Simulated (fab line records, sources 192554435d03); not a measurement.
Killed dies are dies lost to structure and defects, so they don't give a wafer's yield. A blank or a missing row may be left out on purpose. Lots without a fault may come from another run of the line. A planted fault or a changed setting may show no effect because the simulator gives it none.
fab line records -- flow n5_finfet
record lots=10, wafers=30, last_day=19
route steps=1938 shown DUMMY_GATE@214 BEOL_M4@1100 BEOL_M5@1112 PASSIVATION@1936
lots that met no fault: from a run of the same line without faults
start_h: start of the lot's first displayed wafer, in hours after the record's first day -- wait_h: hours since the lot's step before -- " same as the row above -- L1.1+2: a single row standing in for several wafers -- - no value present, or no start provided -- * or withheld: withheld -- < > ~ a bound
route shown NAME@n: names a module that has steps shown in the file, with the first one's number in the route -- usual: the fault-free wafers' mean and standard deviation -- same: alike in all rows -- chamber/n: place in a boat -- sites: each site's reading -- _std_site: how widely they spread, as a standard deviation -- _edge_site: mean of outer sites minus mean of inner sites -- radius_mm: for every site, how far away it sits from the centre of the wafer -- mask NAME#n: copy n -- behind: the last tool/chamber to shape the wafer -- hold: cause of the lot's hold/its duration in hours/its outcome -- device: transistor that didn't switch, given as n, p or np -- end of line: tests of these same wafers at the route's end -- where a step has no rows: the recipe by itself -- killed: not the wafer's yield, but the dies lost to structure and defects at the first sort -- map: per-die view of a wafer (x killed, . not killed, _ where there is no die)
set.NAME: setting as actually run; set.NAME@STEP: the setting as run at that earlier step -- model.NAME: the simulator's own value behind a step, which no gauge read
a sample of lots followed through the steps of the route, with each step as a table and each wafer as a row
services: the hour from which a tool's chamber was out of use, counted from the record's first day as start_h (under 0 if before that day), plus the number of hours and why
## steps
# step N5_DUMMY_GATE_ALD_02
# recipe material=SiO2, target_thk_a=20, temp_c=300, ald_precursor_family=BDEAS, ald_co_reactant=O2-plasma, pulse_time_s=1, pressure_torr=2
# usual heater_power_outer_w=264/24, heater_power_w=460/35, precursor_pulse_height_rel=1.001/0.02
lot.wafer,tool,chamber,start_h,wait_h,heater_power_outer_w,heater_power_w,precursor_pulse_height_rel
L416.1,ald_sin-02,3,45.73,0.2,243,436,0.996
L416.2,ald_sin-02,2,45.73,0.2,236,417,0.970
L416.6,ald_sin-02,3,45.73,0.2,245,440,1.010
L418.1,ald_sin-03,3,57.64,0.0,305,498,0.996
L418.2,ald_sin-03,0,57.64,0.0,287,490,0.982
L418.3,ald_sin-03,1,57.64,0.0,250,447,0.996
L419.2,ald_sin-04,0,62.36,0.1,281,464,1.018
L419.3,ald_sin-04,3,62.36,0.1,255,452,0.982
L419.6,ald_sin-04,3,62.36,0.1,268,446,0.986
L422.1,ald_sin-04,0,78.71,0.0,291,481,0.985
L422.4,ald_sin-04,2,78.71,0.0,242,409,1.052
L422.5,ald_sin-04,0,78.71,0.0,287,464,0.982
L423.1,ald_sin-04,1,86.55,0.0,237,456,0.969
L423.3,ald_sin-04,2,86.55,0.0,246,416,1.017
L423.4,ald_sin-04,0,86.55,0.0,286,480,1.015
L424.2,ald_sin-04,3,90.74,0.5,262,452,1.030
L424.5,ald_sin-04,1,90.74,0.5,241,451,0.977
L424.6,ald_sin-04,0,90.74,0.5,289,478,0.989
L433.1,ald_sin-02,0,146.82,0.0,268,487,1.015
L433.3,ald_sin-02,2,146.82,0.0,230,410,0.984
L433.6,ald_sin-02,3,146.82,0.0,240,447,1.009
L435.4,ald_sin-02,2,158.16,0.2,237,417,1.007
L435.5,ald_sin-02,2,158.16,0.2,233,419,0.994
L435.6,ald_sin-02,1,158.16,0.2,266,424,1.022
L437.2,ald_sin-04,2,169.28,0.0,245,423,0.993
L437.5,ald_sin-04,0,169.28,0.0,288,483,1.017
L437.6,ald_sin-04,3,169.28,0.0,264,451,1.009
L438.2,ald_sin-04,2,175.88,0.1,238,417,1.000
L438.4,ald_sin-04,1,175.88,0.1,240,452,1.023
L438.6,ald_sin-04,3,175.88,0.1,275,443,0.971
# step N5_BEOL_M4_SPUTTER_96
# recipe material=Cu, target_thk_a=45, temp_c=-20, chamber_pressure_pa=0.07, power_w=withheld, time_s=8.29
# usual throttle_valve_pct=30.0/0.8
lot.wafer,tool,chamber,start_h,wait_h,throttle_valve_pct
L416.1,pvd_sputter-03,-,191.18,0.1,29.2
L416.2,pvd_sputter-03,-,191.18,0.1,28.8
L416.6,pvd_sputter-03,-,191.18,0.1,31.4
L418.1,pvd_sputter-02,-,201.76,0.1,29.9
L418.2,pvd_sputter-02,-,201.76,0.1,29.4
L418.3,pvd_sputter-02,-,201.76,0.1,30.9
L419.2,pvd_sputter-03,-,230.44,0.1,29.8
L419.3,pvd_sputter-03,-,230.44,0.1,28.7
L419.6,pvd_sputter-03,-,230.44,0.1,29.0
L422.1,pvd_sputter-03,-,234.73,0.1,29.1
L422.4,pvd_sputter-03,-,234.73,0.1,30.1
L422.5,pvd_sputter-03,-,234.73,0.1,28.7
L424.2,pvd_sputter-02,-,255.37,0.1,29.1
L424.5,pvd_sputter-02,-,255.37,0.1,30.3
L424.6,pvd_sputter-02,-,255.37,0.1,29.5
L423.1,pvd_sputter-01,-,261.76,0.1,30.1
L423.3,pvd_sputter-01,-,261.76,0.1,30.5
L423.4,pvd_sputter-01,-,261.76,0.1,30.7
L433.1,pvd_sputter-02,-,307.26,0.1,31.0
L433.3,pvd_sputter-02,-,307.26,0.1,29.3
L433.6,pvd_sputter-02,-,307.26,0.1,29.4
L438.2,pvd_sputter-03,-,319.22,0.1,31.1
L438.4,pvd_sputter-03,-,319.22,0.1,30.2
L438.6,pvd_sputter-03,-,319.22,0.1,28.9
L435.4,pvd_sputter-02,-,326.25,0.1,29.4
L435.5,pvd_sputter-02,-,326.25,0.1,29.4
L435.6,pvd_sputter-02,-,326.25,0.1,31.2
L437.2,pvd_sputter-03,-,337.43,0.1,29.3
L437.5,pvd_sputter-03,-,337.43,0.1,29.0
L437.6,pvd_sputter-03,-,337.43,0.1,31.5
# step N5_BEOL_M4_THK_MEAS_53
# recipe thk_meas_gauge=xrf, reads=Cu_of_BEOL_M4_ECD_50
# usual M4_THK=39.0/1.7
lot.wafer,tool,chamber,start_h,wait_h,M4_THK[nm]
L416.1,film_metro-02,-,192.02,-,39.2
L416.2,film_metro-02,-,192.02,-,38.1
L416.6,film_metro-02,-,192.02,-,40.7
L418.1,film_metro-01,-,202.56,-,37.5
L418.2,film_metro-01,-,202.56,-,40.0
L418.3,film_metro-01,-,202.56,-,39.8
L419.2,film_metro-01,-,231.47,-,41.7
L419.3,film_metro-01,-,231.47,-,37.5
L419.6,film_metro-01,-,231.47,-,39.5
L422.1,film_metro-02,-,235.59,-,38.4
L422.4,film_metro-02,-,235.59,-,36.9
L422.5,film_metro-02,-,235.59,-,40.1
L424.2,film_metro-02,-,256.17,-,39.2
L424.5,film_metro-02,-,256.17,-,36.2
L424.6,film_metro-02,-,256.17,-,38.1
L423.1,film_metro-02,-,262.60,-,37.9
L423.3,film_metro-02,-,262.60,-,34.8
L423.4,film_metro-02,-,262.60,-,38.9
L433.1,film_metro-02,-,308.06,-,41.7
L433.3,film_metro-02,-,308.06,-,42.7
L433.6,film_metro-02,-,308.06,-,38.2
L438.2,film_metro-02,-,320.01,-,42.7
L438.4,film_metro-02,-,320.01,-,40.3
L438.6,film_metro-02,-,320.01,-,39.4
L435.4,film_metro-02,-,327.05,-,38.3
L435.5,film_metro-02,-,327.05,-,40.1
L435.6,film_metro-02,-,327.05,-,39.8
L437.2,film_metro-02,-,338.27,-,36.3
L437.5,film_metro-02,-,338.27,-,37.8
L437.6,film_metro-02,-,338.27,-,39.4
# step N5_BEOL_M4_RC_MEAS_101
# usual DIBL_N=36.1/2.5, DIBL_P=36/3.3, EOT_N=10.49/0.1, EOT_P=10.44/0.096, IGATE_N=0.0136/0.0021, IGATE_P=0.0040/0.00061, IOFF_N=0.16/0.046, IOFF_P=0.20/0.051, ION_N=676/16, ION_P=462/11, SS_N=71.6/0.87, SS_P=73.2/0.86, VT_N=251/4.4, VT_P=-252/4.6
lot.wafer,tool,chamber,start_h,wait_h,DIBL_N[mV/V],DIBL_P[mV/V],EOT_N,EOT_P,IGATE_N[nA/um],IGATE_P[nA/um],IOFF_N[nA/um],IOFF_P[nA/um],ION_N[uA/um],ION_P[uA/um],SS_N[mV/dec],SS_P[mV/dec],VT_N[mV],VT_P[mV]
L416.1,prober-02,0,192.37,0.0,39.6,40,10.46,10.46,0.0130,0.0038,0.22,0.24,684,462,72.7,74.3,247,-252
L416.2,prober-02,0,192.37,0.0,32.8,33,10.42,10.45,0.0184,0.0054,0.11,0.14,672,458,70.8,72.5,257,-255
L416.6,prober-02,0,192.37,0.0,35.8,34,10.43,10.46,0.0162,0.0047,0.17,0.17,671,455,72.8,72.4,255,-253
L418.1,prober-02,0,202.87,0.0,34.5,35,10.68,10.55,0.0107,0.0030,0.13,0.17,677,463,71.4,72.9,250,-253
L418.2,prober-02,0,202.87,0.0,41.0,42,10.72,10.61,0.0086,0.0025,0.25,0.30,694,463,72.8,75.3,243,-249
L418.3,prober-02,0,202.87,0.0,35.1,36,10.54,10.54,0.0128,0.0036,0.14,0.18,675,465,71.4,73.1,250,-255
L419.2,prober-01,0,231.99,0.2,41.4,40,10.52,10.51,0.0134,0.0041,0.26,0.23,679,461,74.1,74.1,248,-252
L419.3,prober-01,0,231.99,0.2,34.6,34,10.61,10.52,0.0104,0.0031,0.13,0.16,680,467,71.1,72.8,254,-253
L419.6,prober-01,0,231.99,0.2,33.7,32,10.37,10.32,0.0168,0.0051,0.11,0.14,660,451,70.6,72.3,255,-256
L422.1,prober-01,0,235.91,0.0,33.5,33,10.39,10.40,0.0152,0.0044,0.12,0.16,688,473,70.3,72.1,253,-253
L422.4,prober-01,0,235.91,0.0,38.0,39,11.22,11.28,0.0051,0.0015,0.19,0.25,669,457,72.5,73.4,246,-249
L422.5,prober-01,0,235.91,0.0,37.3,37,10.97,10.89,0.0083,0.0024,0.17,0.22,690,467,71.4,73.2,250,-250
L424.2,prober-01,0,256.63,0.2,36.5,35,10.56,10.54,0.0134,0.0039,0.14,0.17,668,459,72.1,72.6,254,-255
L424.5,prober-01,0,256.63,0.2,38.2,37,11.23,11.05,0.0065,0.0019,0.17,0.18,662,448,72.0,73.5,250,-252
L424.6,prober-01,0,256.63,0.2,40.5,39,10.50,10.48,0.0135,0.0039,0.22,0.22,653,444,72.6,74.3,250,-252
L423.1,prober-02,0,262.91,0.0,35.9,37,10.29,10.31,0.0173,0.0052,0.15,0.20,668,463,72.0,72.9,251,-251
L423.3,prober-02,0,262.91,0.0,34.8,35,10.57,10.46,0.0113,0.0034,0.13,0.18,675,457,71.6,72.4,251,-252
L423.4,prober-02,0,262.91,0.0,39.0,41,10.93,11.02,0.0072,0.0021,0.21,0.29,669,464,72.5,74.3,246,-246
L433.1,prober-02,0,308.63,0.0,33.8,32,10.48,10.35,0.0159,0.0048,0.11,0.16,661,460,70.5,72.4,252,-251
L433.3,prober-02,0,308.63,0.0,32.8,30,10.47,10.57,0.0111,0.0033,0.10,0.13,663,457,70.5,72.3,254,-259
L433.6,prober-02,0,308.63,0.0,33.2,29,10.56,10.40,0.0128,0.0038,0.10,0.12,655,446,71.1,71.8,255,-258
L438.2,prober-02,0,320.47,0.2,33.5,32,10.49,10.45,0.0139,0.0041,0.12,0.16,678,463,70.9,72.3,252,-254
L438.4,prober-02,0,320.47,0.2,37.8,38,10.51,10.42,0.0132,0.0039,0.20,0.27,695,481,72.0,74.1,245,-243
L438.6,prober-02,0,320.47,0.2,37.6,38,10.34,10.44,0.0139,0.0041,0.18,0.26,696,482,71.1,73.7,247,-245
L435.4,prober-02,0,327.82,0.5,33.9,34,10.60,10.45,0.0116,0.0034,0.13,0.19,663,455,71.0,72.9,253,-250
L435.5,prober-02,0,327.82,0.5,39.7,41,10.48,10.47,0.0128,0.0038,0.25,0.34,706,477,72.1,74.5,244,-243
L435.6,prober-02,0,327.82,0.5,36.0,32,10.52,10.40,0.0119,0.0035,0.16,0.16,661,451,73.0,72.5,253,-249
L437.2,prober-01,0,338.74,0.2,40.5,40,10.62,10.50,0.0104,0.0031,0.22,0.27,656,451,73.0,73.8,252,-249
L437.5,prober-01,0,338.74,0.2,39.1,40,10.47,10.34,0.0130,0.0039,0.21,0.30,690,481,72.1,74.3,248,-245
L437.6,prober-01,0,338.74,0.2,35.2,34,10.42,10.35,0.0133,0.0041,0.11,0.19,630,447,70.9,72.7,256,-251
# step N5_BEOL_M5_ILD_DEP_00
# recipe material=SiCOH_lowk, target_thk_a=1406.4, temp_c=300, precursor=DEMS/porogen, pressure_torr=5, rf_w=500, time_s=25.9
# usual heater_power_outer_w=151/33, heater_power_w=322/54, showerhead_plenum_p_Torr=5.731/0.013, throttle_valve_pct=13.9/0.66
lot.wafer,tool,chamber,start_h,wait_h,heater_power_outer_w,heater_power_w,showerhead_plenum_p_Torr,throttle_valve_pct
L416.1,pecvd-01,1,193.34,0.8,130,285,5.766,13.3
L416.2,pecvd-01,2,193.34,0.8,112,262,5.733,14.1
L416.6,pecvd-01,1,193.34,0.8,131,281,5.747,13.2
L418.1,pecvd-03,0,203.84,0.8,224,405,5.745,14.4
L418.2,pecvd-03,1,203.84,0.8,169,366,5.729,14.7
L418.3,pecvd-03,0,203.84,0.8,154,314,5.720,14.9
L419.2,pecvd-01,1,232.80,0.7,133,287,5.751,13.3
L419.3,pecvd-01,0,232.80,0.7,120,304,5.725,13.8
L419.6,pecvd-01,2,232.80,0.7,115,264,5.733,14.0
L422.1,pecvd-03,0,236.88,0.8,208,383,5.728,14.6
L422.4,pecvd-03,2,236.88,0.8,190,378,5.732,12.9
L422.5,pecvd-03,0,236.88,0.8,209,382,5.728,14.8
L424.2,pecvd-03,1,257.44,0.7,177,376,5.714,14.8
L424.5,pecvd-03,1,257.44,0.7,181,383,5.717,14.6
L424.6,pecvd-03,0,257.44,0.7,195,374,5.742,15.0
L423.1,pecvd-01,1,263.88,0.8,131,288,5.752,13.2
L423.3,pecvd-01,2,263.88,0.8,134,282,5.718,14.2
L423.4,pecvd-01,1,263.88,0.8,133,294,5.741,13.1
L433.1,pecvd-03,2,309.59,0.8,162,337,5.733,13.3
L433.3,pecvd-03,0,309.59,0.8,164,324,5.736,15.0
L433.6,pecvd-03,0,309.59,0.8,168,335,5.716,14.8
L438.2,pecvd-01,1,321.28,0.7,126,288,5.751,13.3
L438.4,pecvd-01,1,321.28,0.7,132,287,5.751,13.3
L438.6,pecvd-01,2,321.28,0.7,137,299,5.723,14.3
L435.4,pecvd-01,0,328.34,0.4,146,340,5.727,14.2
L435.5,pecvd-01,2,328.34,0.4,135,290,5.730,13.8
L435.6,pecvd-01,1,328.34,0.4,124,273,5.755,13.5
L437.2,pecvd-03,2,339.54,0.7,147,313,5.755,13.0
L437.5,pecvd-03,2,339.54,0.7,146,322,5.740,13.3
L437.6,pecvd-03,0,339.54,0.7,192,367,5.741,14.9
# step N5_PASSIVATION_PROBE_49
# usual defect_limited_yield=91.0/1.4, killed_at_M0_to_M3=34/10, killed_at_M4_up=15/5.5, killed_at_contacts=12/6.1, killed_at_front_end=41/12, killed_at_other=4/3.4, killed_dies=106/17, killed_open=70/13, killed_short=34/7.4, sort_bin_4_leakage=0.01/0.065, sort_bin_5_function=5.3/1, sort_bin_6_memory=3.4/0.69, sort_bin_8_speed=0.03/0.22, sort_n_pass=1073/17, sort_yield_pct=91.0/1.4
# same gross_dies=1180, killed_at_back_side=0
lot.wafer,tool,chamber,start_h,wait_h,defect_limited_yield[%],killed_at_M0_to_M3,killed_at_M4_up,killed_at_contacts,killed_at_front_end,killed_at_other,killed_dies,killed_open,killed_short,sort_bin_4_leakage[%],sort_bin_5_function[%],sort_bin_6_memory[%],sort_bin_8_speed[%],sort_n_pass,sort_yield_pct[%]
L422.1,prober-02,-,346.82,0.0,91.5,20,18,12,46,4,100,57,42,0,5.2,3.0,0,1080,91.5
L422.4,prober-02,-,346.97,0.2,90.1,36,5,16,49,11,117,71,43,0,6.0,3.3,0,1063,90.1
L422.5,prober-02,-,347.02,0.2,89.8,39,17,25,37,2,120,87,31,0,5.6,4.2,0,1060,89.8
L424.2,prober-01,-,373.37,0.1,89.0,51,23,17,37,2,130,82,47,0,6.7,4.2,0,1050,89.0
L424.5,prober-01,-,373.52,0.2,89.4,25,18,15,62,5,125,91,32,0,5.9,4.2,0,1055,89.4
L424.6,prober-01,-,373.57,0.3,88.6,50,14,12,50,8,134,85,47,0,7.5,3.2,0,1046,88.6
L433.1,prober-02,-,430.97,0.0,92.3,28,9,14,39,1,91,66,20,0,4.7,2.6,0,1089,92.3
L433.3,prober-02,-,431.07,0.1,90.2,56,27,9,23,1,116,81,35,0,5.7,3.9,0,1064,90.2
L433.6,prober-02,-,431.22,0.3,90.8,38,13,11,45,2,109,77,31,0,5.1,3.6,0,1071,90.8
L435.4,prober-02,-,436.17,0.2,91.3,33,16,13,39,2,103,69,32,0,3.6,4.7,0,1077,91.3
L435.5,prober-02,-,436.22,0.2,90.7,26,17,8,57,2,110,64,46,0,5.2,3.6,0,1070,90.7
L435.6,prober-02,-,436.27,0.3,90.2,37,18,8,51,2,116,74,41,0,6.1,3.3,0.08,1063,90.1
# killed by level:class
L422.1 GATE_CUT:geometric_particle:short=10 MOL_CONTACT_COAG:geometric_particle:open=10 STI_FIN_REVEAL:geometric_particle:open=8 BEOL_M0_SAQP:geometric_particle:short=8 FIN_SAQP:geometric_particle:open=6 BEOL_M4:geometric_particle:open=6 FIN_SAQP:geometric_particle:short=5 BEOL_M3:geometric_particle:open=4
L422.4 MOL_CONTACT_COAG:geometric_particle:open=13 BEOL_M0_SAQP:geometric_particle:short=10 STI_FIN_REVEAL:geometric_particle:open=9 GATE_CUT:geometric_particle:short=7 PASS1_CAP:geometric_particle:open=7 BEOL_M3:geometric_particle:open=7 DUMMY_GATE:geometric_particle:open=6 GATE_CUT:geometric_particle:open=6
L422.5 MOL_CONTACT_COAG:geometric_particle:open=23 BEOL_M0_SAQP:geometric_particle:open=10 BEOL_M3:geometric_particle:open=10 BEOL_M0_SAQP:geometric_particle:short=8 DUMMY_GATE:geometric_particle:open=7 STI_FIN_REVEAL:geometric_particle:open=6 BEOL_M4:geometric_particle:open=6 FIN_SAQP:geometric_particle:open=5
L424.2 MOL_CONTACT_COAG:geometric_particle:open=15 BEOL_M4:geometric_particle:open=14 FIN_SAQP:geometric_particle:open=12 BEOL_M0_SAQP:geometric_particle:short=12 BEOL_M1:geometric_particle:short=10 STI_FIN_REVEAL:geometric_particle:open=9 BEOL_M0_SAQP:geometric_particle:open=8 FIN_SAQP:geometric_particle:short=7
L424.5 FIN_SAQP:geometric_particle:open=30 STI_FIN_REVEAL:geometric_particle:open=14 MOL_CONTACT_COAG:geometric_particle:open=13 FIN_SAQP:geometric_particle:short=7 BEOL_M4:geometric_particle:open=7 BEOL_M1:geometric_particle:open=6 BEOL_M0:geometric_particle:open=5 BEOL_M0_SAQP:geometric_particle:open=4
L424.6 STI_FIN_REVEAL:geometric_particle:open=17 BEOL_M3:geometric_particle:open=14 FIN_SAQP:geometric_particle:open=11 BEOL_M1:geometric_particle:open=10 MOL_CONTACT_COAG:geometric_particle:open=10 FIN_SAQP:geometric_particle:short=7 BEOL_M1:geometric_particle:short=6 MIM_TOP:geometric_particle:short=5
L433.1 MOL_CONTACT_COAG:geometric_particle:open=12 FIN_SAQP:geometric_particle:open=8 DUMMY_GATE:geometric_particle:open=6 BEOL_M0_SAQP:geometric_particle:open=6 BEOL_M0_SAQP:geometric_particle:short=6 STI_FIN_REVEAL:geometric_particle:open=5 BEOL_M1:geometric_particle:open=5 BEOL_M2:geometric_particle:open=5
L433.3 BEOL_M4:geometric_particle:open=18 BEOL_M0_SAQP:geometric_particle:short=13 BEOL_M1:geometric_particle:open=10 BEOL_M2:geometric_particle:open=10 BEOL_M0_SAQP:geometric_particle:open=9 MOL_CONTACT_COAG:geometric_particle:open=7 FIN_SAQP:geometric_particle:open=6 BEOL_M3:geometric_particle:open=5
L433.6 STI_FIN_REVEAL:geometric_particle:open=17 MOL_CONTACT_COAG:geometric_particle:open=10 BEOL_M0_SAQP:geometric_particle:open=9 FIN_SAQP:geometric_particle:short=7 FIN_SAQP:geometric_particle:open=7 BEOL_M1:geometric_particle:open=6 BEOL_M2:geometric_particle:open=5 DUMMY_GATE:geometric_particle:open=4
L435.4 BEOL_M0_SAQP:geometric_particle:open=15 MOL_CONTACT_COAG:geometric_particle:open=10 FIN_SAQP:geometric_particle:open=9 BEOL_M0_SAQP:geometric_particle:short=8 FIN_SAQP:geometric_particle:short=7 BEOL_M4:geometric_particle:open=6 STI_FIN_REVEAL:geometric_particle:open=5 DUMMY_GATE:geometric_particle:open=4
L435.5 FIN_SAQP:geometric_particle:open=12 BEOL_M0_SAQP:geometric_particle:short=9 FIN_SAQP:geometric_particle:short=8 STI_FIN_REVEAL:geometric_particle:open=7 GATE_CUT:geometric_particle:short=7 DUMMY_GATE:geometric_particle:open=6 MOL_CONTACT_COAG:geometric_particle:open=5 BEOL_M4:geometric_particle:open=5
L435.6 STI_FIN_REVEAL:geometric_particle:open=13 FIN_SAQP:geometric_particle:open=12 BEOL_M0_SAQP:geometric_particle:short=11 FIN_SAQP:geometric_particle:short=8 BEOL_M0_SAQP:geometric_particle:open=8 MOL_CONTACT_COAG:geometric_particle:open=6 DUMMY_GATE:geometric_particle:open=5 DUMMY_GATE:geometric_particle:short=5
## services
tool,chamber,start_h,hours,kind
ald_sin-03,0,26.26,3.7,repair
ald_sin-03,-,31.60,0.8,repair
pvd_sputter-01,-,47.08,3.2,repair
pvd_sputter-02,-,51.46,3.6,repair
ald_sin-02,-,70.20,2.8,pm
ald_sin-03,3,70.52,4.1,repair
pvd_sputter-02,-,72.40,25.4,repair
pecvd-01,2,85.10,4.3,repair
pvd_sputter-03,-,138.56,1.3,repair
ald_sin-04,0,140.41,8.3,repair
pecvd-01,-,164.25,1.5,repair
pecvd-01,-,174.71,1.9,repair
ald_sin-02,2,174.87,1.4,repair
ald_sin-02,1,175.26,2.0,repair
pvd_sputter-03,-,178.82,0.5,repair
ald_sin-02,-,205.20,0.9,repair
pecvd-01,-,208.46,3.3,repair
ald_sin-04,1,256.90,3.0,repair
ald_sin-04,3,260.81,19.0,repair
ald_sin-02,-,268.31,14.0,pm
pecvd-01,1,296.34,4.4,repair
pecvd-01,-,326.67,1.6,repair
pecvd-03,-,332.55,0.9,repair
pecvd-03,-,334.37,1.9,repair
## key
first_sign step=N5_BEOL_M4_RC_MEAS_101, reading=EOT_P, direction=up, sigmas=6.5, usual=10.44, struck=11.06
effect step=N5_BEOL_M4_RC_MEAS_101, reading=EOT_N, direction=up, sigmas=5.8, usual=10.49, struck=11.09
effect step=N5_BEOL_M4_RC_MEAS_101, reading=IGATE_P, direction=down, sigmas=3.3, usual=0.0040, struck=0.0020
effect step=N5_BEOL_M4_RC_MEAS_101, reading=IGATE_N, direction=down, sigmas=3.3, usual=0.0136, struck=0.0068
met_at N5_DUMMY_GATE_ALD_02
struck_lots L422,L423,L424
struck_wafers L422.4,L422.5,L423.4,L424.5
not_acting_at N5_BEOL_M4_SPUTTER_96,N5_BEOL_M4_THK_MEAS_53,N5_BEOL_M5_ILD_DEP_00
onset_between 62.36 78.71
fault kind=process_parameter_drift, tool=ald_sin-04, chamber=-, onset_h=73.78, steps=N5_DUMMY_GATE_ALD_02, channel=target_thk_a, offset=*, shape=step, end_h=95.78, scope=struck_wafers_only, acts_in=*, stated=*
